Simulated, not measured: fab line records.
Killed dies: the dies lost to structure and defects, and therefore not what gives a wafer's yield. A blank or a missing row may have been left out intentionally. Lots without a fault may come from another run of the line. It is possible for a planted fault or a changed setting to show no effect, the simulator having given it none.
fab line records	flow n5-finfet
record: lots: 6	wafers: 18	last-day: 20
route steps=1938 shown BEOL_M15@1815
lots untouched by any fault: they come from a run of this same line in which no faults occurred
start-h: hours from the record's opening day to when the first of the lot's shown wafers began	wait-h: how many hours have passed since the lot's step before this one	" same as the row above	L1.1+2: several wafers, shown together as one row	- no value, or no start was given	* or withheld: withheld	< > ~ a bound
route shown NAME@n: a module of which the file shows steps, and the number in the route of the first	usual: mean and standard deviation over wafers with no fault	same: alike in all rows	chamber/n: place in a boat	sites: per-site readings	_std_site: the values' standard deviation	_edge_site: mean of outer sites minus mean of inner sites	radius-mm: for every site, how far away it sits from the centre of the wafer	mask NAME#n: copy n	behind: tool/chamber where the wafer was last shaped	hold: why the lot went on hold/how many hours it stayed there/how the hold came to an end	device: whichever transistor did not switch (one of n, p or np)	end of line: the same wafers' tests at the end of the route	step lacking rows: just its recipe	killed: count of dies lost to structure and defects at first sort (not the wafer's yield)	map: a wafer's dies, x killed, . not, _ none there
set.NAME: the run value of the setting; set.NAME@STEP: its run value at that earlier step	model.NAME: the simulator's own value behind a step, which no gauge read
lots at selected steps of the route; one table per step, one row per wafer
services: from which hour (start-h, from the record's first day; less than 0 if before it) a tool's chamber was out of use, for how many hours, and why
== steps ==
step: N5_BEOL_M15_PRECLEAN_39
recipe: chemistry: residue-remover	time-s: 60	temp-c: 40
step: N5_BEOL_M15_SRD_40
recipe: time-s: 30	temp-c: 23	rinse-liquid: diw	dry: n2-spin	spin-rpm: 1500	dry-time-s: 30
step: N5_BEOL_M15_DEGAS_41
recipe: ambient: vacuum	temp-c: 300	time-s: 60
step: N5_BEOL_M15_PRE_CLEAN_42
recipe: gas: H2/He	time-s: 30	temp-c: 300
usual: heater-power-w: 458/62
lot.wafer	tool	chamber	start-h	wait-h	heater-power-w
L794.2	pvd-sputter-02	-	336.40	0.0	478
L794.3	"	-	"	"	404
L794.6	"	-	"	"	468
L796.1	pvd-sputter-02	-	336.72	0.0	393
L796.2	"	-	"	"	476
L796.3	"	-	"	"	411
L799.3	pvd-sputter-02	-	367.79	0.0	485
L799.5	"	-	"	"	419
L799.6	"	-	"	"	384
L803.1	pvd-sputter-03	-	383.80	0.0	340
L803.2	"	-	"	"	525
L803.3	"	-	"	"	453
L807.1	pvd-sputter-01	-	420.58	0.0	438
L807.3	"	-	"	"	597
L807.5	"	-	"	"	603
L812.3	pvd-sputter-03	-	459.66	0.0	528
L812.4	"	-	"	"	452
L812.5	"	-	"	"	444
step: N5_BEOL_M15_SPUTTER_43
recipe: material: TaN	target-thk-a: 150	temp-c: 50	bias-v: 168.6	power-w: 15000	chamber-pressure-pa: 0.12	time-s: 24.19
usual: substrate-temp-c: 50.00/0.12	throttle-valve-pct: 29.6/1.5
lot.wafer	tool	chamber	start-h	wait-h	substrate-temp-c	throttle-valve-pct
L794.2	pvd-sputter-02	-	336.44	0.0	50.17	31.3
L794.3	"	-	"	"	50.13	29.2
L794.6	"	-	"	"	50.12	31.3
L796.1	pvd-sputter-02	-	336.76	0.0	50.12	31.3
L796.2	"	-	"	"	50.02	31.1
L796.3	"	-	"	"	49.92	29.5
L799.3	pvd-sputter-02	-	367.83	0.0	49.97	31.2
L799.5	"	-	"	"	50.07	29.3
L799.6	"	-	"	"	50.15	31.1
L803.1	pvd-sputter-03	-	383.84	0.0	49.81	28.5
L803.2	"	-	"	"	50.11	29.5
L803.3	"	-	"	"	50.20	32.3
L807.1	pvd-sputter-01	-	420.62	0.0	49.79	29.9
L807.3	"	-	"	"	50.01	28.9
L807.5	"	-	"	"	49.96	29.1
L812.3	pvd-sputter-03	-	459.70	0.0	50.06	29.7
L812.4	"	-	"	"	50.17	32.4
L812.5	"	-	"	"	50.01	32.2
step: N5_BEOL_M15_SPUTTER_44
recipe: material: Ta	target-thk-a: 150	temp-c: 50	bias-v: 80	power-w: 15000	chamber-pressure-pa: 0.07	time-s: 24.19
usual: substrate-temp-c: 50.00/0.12	throttle-valve-pct: 29.6/1.5
lot.wafer	tool	chamber	start-h	wait-h	substrate-temp-c	throttle-valve-pct
L794.2	pvd-sputter-02	-	336.52	0.0	50.13	30.9
L794.3	"	-	"	"	50.06	29.2
L794.6	"	-	"	"	50.14	31.1
L796.1	pvd-sputter-02	-	336.84	0.0	50.17	31.3
L796.2	"	-	"	"	49.96	31.3
L796.3	"	-	"	"	50.02	29.4
L799.3	pvd-sputter-02	-	367.91	0.0	49.89	31.2
L799.5	"	-	"	"	49.98	29.4
L799.6	"	-	"	"	49.91	30.9
L803.1	pvd-sputter-03	-	383.92	0.0	49.97	28.0
L803.2	"	-	"	"	49.94	29.4
L803.3	"	-	"	"	49.91	32.6
L807.1	pvd-sputter-01	-	420.70	0.0	50.04	30.0
L807.3	"	-	"	"	49.82	29.0
L807.5	"	-	"	"	49.92	29.0
L812.3	pvd-sputter-03	-	459.78	0.0	49.97	29.5
L812.4	"	-	"	"	49.95	32.2
L812.5	"	-	"	"	49.91	32.3
step: N5_BEOL_M15_SPUTTER_45
recipe: material: Cu	target-thk-a: 1000	temp-c: -20	bias-v: 60	power-w: 26000	chamber-pressure-pa: 0.13	time-s: 16.67
step: N5_BEOL_M15_ECD_47
recipe: material: Cu	target-thk-a: 18600
step: N5_BEOL_M15_ANNEAL_48
recipe: temp-c: 225	time-s: 90	ambient: N2
usual: wafer_temp_C_max: 225.94/0.25
lot.wafer	tool	chamber	start-h	wait-h	wafer_temp_C_max
L794.2	rtp-anneal-02	0	337.39	0.6	225.72
L794.3	"	0	"	"	225.67
L794.6	"	0	"	"	225.69
L796.1	rtp-anneal-01	0	337.48	0.4	225.65
L796.2	"	0	"	"	225.13
L796.3	"	0	"	"	225.89
L799.3	rtp-anneal-01	0	368.47	0.2	225.83
L799.5	"	0	"	"	225.90
L799.6	"	0	"	"	226.10
L803.1	rtp-anneal-02	0	384.54	0.3	225.86
L803.2	"	0	"	"	226.03
L803.3	"	0	"	"	225.82
L807.1	rtp-anneal-01	0	421.14	0.2	225.97
L807.3	"	0	"	"	225.65
L807.5	"	0	"	"	226.02
L812.3	rtp-anneal-01	0	460.31	0.2	225.89
L812.4	"	0	"	"	226.31
L812.5	"	0	"	"	225.79
step: N5_BEOL_M15_CMP_49
recipe: stop-on: SiO2	t-overpolish-s: 4.9	down-force-psi: 2	platen-rpm: 80	clearing-platen-down-force-psi: 2	clearing-platen-rpm: 80	post-cmp-clean: cu-alkaline	target-thk-nm: 850	clearing-platen-pad-velocity-m-s: 1.5917	pad-velocity-m-s: 1.5917
usual: barrier-field-endpoint-s: 11.34/0.19	clearing-platen-rpm: 79.99/0.046	edge-zone-pressure-frac: 1.000/0.0045	motor-current-A: 8.3/0.61	overpolish-run-s: 4.901/0.0088	retaining-ring-pressure-frac: 1.001/0.0047
lot.wafer	tool	chamber	start-h	wait-h	barrier-field-endpoint-s	clearing-platen-rpm	edge-zone-pressure-frac	motor-current-A	overpolish-run-s	retaining-ring-pressure-frac
L794.2	cmp-04	3	337.65	0.2	11.22	79.99	0.998	8.2	4.893	1.001
L794.3	"	0	"	"	11.59	79.97	1.001	7.6	4.895	1.002
L794.6	"	3	"	"	11.11	80.01	1.001	8.0	4.910	1.006
L796.1	cmp-01	2	337.79	0.3	11.07	80.07	0.997	8.9	4.906	1.003
L796.3	"	3	"	"	11.07	80.02	0.996	8.1	4.904	1.002
L796.2	"	0	"	"	10.87	80.01	1.008	8.6	4.893	1.001
L799.3	cmp-01	1	368.79	0.3	11.39	79.99	1.002	8.0	4.905	0.991
L799.5	"	2	"	"	11.17	80.02	1.003	8.3	4.896	1.004
L799.6	"	3	"	"	11.29	79.87	0.997	7.4	4.901	1.003
L803.3	cmp-03	1	384.83	0.2	11.49	80.01	0.988	7.2	4.900	0.998
L803.2	"	2	"	"	11.59	79.98	0.999	9.6	4.901	1.003
L803.1	"	3	"	"	11.35	80.01	1.000	9.2	4.906	1.002
L807.1	cmp-01	2	421.47	0.3	11.27	79.98	0.999	9.0	4.902	0.999
L807.3	"	3	"	"	11.54	79.95	1.006	7.7	4.904	0.998
L807.5	"	1	"	"	11.30	80.04	1.006	8.1	4.910	1.001
L812.3	cmp-01	3	460.56	0.2	11.56	80.00	1.006	7.7	4.888	1.002
L812.4	"	0	"	"	11.37	80.08	1.001	8.9	4.903	0.996
L812.5	"	3	"	"	11.73	80.00	1.004	7.8	4.919	1.001
step: N5_BEOL_M15_THK_MEAS_50
recipe: thk-meas-gauge: xrf	reads: Cu_of_BEOL_M15_ECD_47
usual: M15_THK: 823/14
lot.wafer	tool	chamber	start-h	wait-h	M15_THK[nm]
L794.2	film-metro-01	-	337.95	-	823
L794.3	"	-	"	"	834
L794.6	"	-	"	"	822
L796.1	film-metro-01	-	338.09	-	815
L796.2	"	-	"	"	793
L796.3	"	-	"	"	800
L799.3	film-metro-01	-	368.97	-	839
L799.5	"	-	"	"	834
L799.6	"	-	"	"	823
L803.1	film-metro-01	-	385.13	-	832
L803.2	"	-	"	"	841
L803.3	"	-	"	"	850
L807.1	film-metro-02	-	421.73	-	834
L807.3	"	-	"	"	827
L807.5	"	-	"	"	840
L812.3	film-metro-02	-	460.81	-	832
L812.4	"	-	"	"	838
L812.5	"	-	"	"	834
step: N5_BEOL_M15_PRE_CLEAN_52
recipe: gas: NH3	time-s: 15	temp-c: withheld	rf-power-w: 300
step: N5_BEOL_M15_DEP_53
recipe: material: SiCN	target-thk-a: 500	temp-c: withheld	precursor: 3MS/NH3	pressure-torr: 3	rf-w: 675	time-s: 17.8
usual: rf-fwd-power-W: 666.9/3	showerhead-plenum-p-Torr: 4.144/0.024	throttle-valve-pct: 18.0/0.83
lot.wafer	tool	chamber	start-h	wait-h	rf-fwd-power-W	showerhead-plenum-p-Torr	throttle-valve-pct	model.SiCN_of_BEOL_M15_DEP_53.thk-nm
L794.2	pecvd-04	2	338.01	0.0	667.1	4.168	16.0	50.4
L794.3	"	0	"	"	662.2	4.147	18.1	49.8
L794.6	"	1	"	"	667.8	4.107	17.9	51.4
L796.1	pecvd-02	2	338.15	0.0	669.1	4.122	18.0	50.4
L796.2	"	0	"	"	672.0	4.148	18.0	50
L796.3	"	1	"	"	663.3	4.184	18.6	50.2
L799.3	pecvd-03	2	369.06	0.0	673.4	4.127	17.7	50.8
L799.5	"	2	"	"	670.5	4.122	17.1	50.4
L799.6	"	0	"	"	669.9	4.143	19.0	49.8
L803.1	pecvd-02	0	385.20	0.0	668.9	4.144	18.2	49
L803.2	"	2	"	"	666.8	4.128	18.2	50.8
L803.3	"	2	"	"	667.7	4.124	18.3	52.6
L807.1	pecvd-02	2	421.79	0.0	665.6	4.123	18.0	50.4
L807.3	"	1	"	"	664.6	4.169	15.6	51.8
L807.5	"	2	"	"	666.2	4.135	18.2	50.6
L812.3	pecvd-03	1	460.88	0.0	669.3	4.121	18.9	49.4
L812.4	"	2	"	"	672.8	4.116	17.7	50.6
L812.5	"	1	"	"	664.7	4.135	19.1	50.6
step: N5_BEOL_M15_RS_MEAS_54
recipe: thk-meas-gauge: four-point-probe	reads: Cu_of_BEOL_M15_ECD_47+Ta_of_BEOL_M15_SPUTTER_44+TaN_of_BEOL_M15_SPUTTER_43
usual: M15_RS: 0.0216/0.00033
lot.wafer	tool	chamber	start-h	wait-h	M15_RS[ohm/sq]
L794.2	film-metro-02	-	338.08	0.1	0.0217
L794.3	"	-	"	"	0.0216
L794.6	"	-	"	"	0.0217
L796.1	film-metro-01	-	338.22	0.0	0.0217
L796.2	"	-	"	"	0.0224
L796.3	"	-	"	"	0.0221
L799.3	film-metro-02	-	369.13	0.1	0.0213
L799.5	"	-	"	"	0.0215
L799.6	"	-	"	"	0.0216
L803.1	film-metro-02	-	385.29	0.1	0.0215
L803.2	"	-	"	"	0.0214
L803.3	"	-	"	"	0.0211
L807.1	film-metro-01	-	421.86	0.0	0.0214
L807.3	"	-	"	"	0.0216
L807.5	"	-	"	"	0.0212
L812.3	film-metro-01	-	460.94	0.1	0.0215
L812.4	"	-	"	"	0.0214
L812.5	"	-	"	"	0.0214
== services ==
tool	chamber	start-h	hours	kind
cmp-01	-	313.34	12.6	repair
pecvd-03	-	322.59	2.8	pm
cmp-04	-	325.66	4.0	pm
cmp-01	-	330.49	0.3	repair
cmp-01	-	339.13	1.6	repair
cmp-03	-	342.02	4.0	pm
cmp-04	-	356.73	0.9	repair
pvd-sputter-03	-	358.43	1.8	repair
pecvd-03	1	367.19	6.5	repair
pecvd-02	-	370.57	2.9	repair
cmp-01	-	398.29	4.0	pm
pecvd-03	-	398.89	0.5	repair
pvd-sputter-03	-	400.31	4.1	repair
cmp-01	-	402.29	-	consumable-replace:conditioner
cmp-01	-	402.29	-	consumable-replace:pad
cmp-01	-	424.66	2.8	repair
pecvd-04	-	434.93	2.4	repair
cmp-04	-	436.19	1.1	repair
pecvd-02	2	442.99	5.2	repair
cmp-03	-	447.36	0.6	repair
cmp-01	-	447.89	1.4	repair
cmp-03	-	450.05	6.4	pm
pvd-sputter-01	-	455.41	13.6	repair
cmp-04	-	459.42	0.6	repair
== key ==
first-sign none at tools or gauges
model-effect: step: N5_BEOL_M15_DEP_53	value: SiCN_of_BEOL_M15_DEP_53.thk-nm	without: 50	struck: 51.73
met-at N5_BEOL_M15_DEP_53
struck-wafers L803.2,L803.3,L807.3
onset-between 338.15 385.20
fault: kind: process-parameter-drift	tool: pecvd-02	chamber: -	onset-h: 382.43	steps: N5_BEOL_M15_DEP_53	channel: time-s	offset: *	shape: step	end-h: 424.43	scope: struck-wafers-only	acts-in: *	stated: *
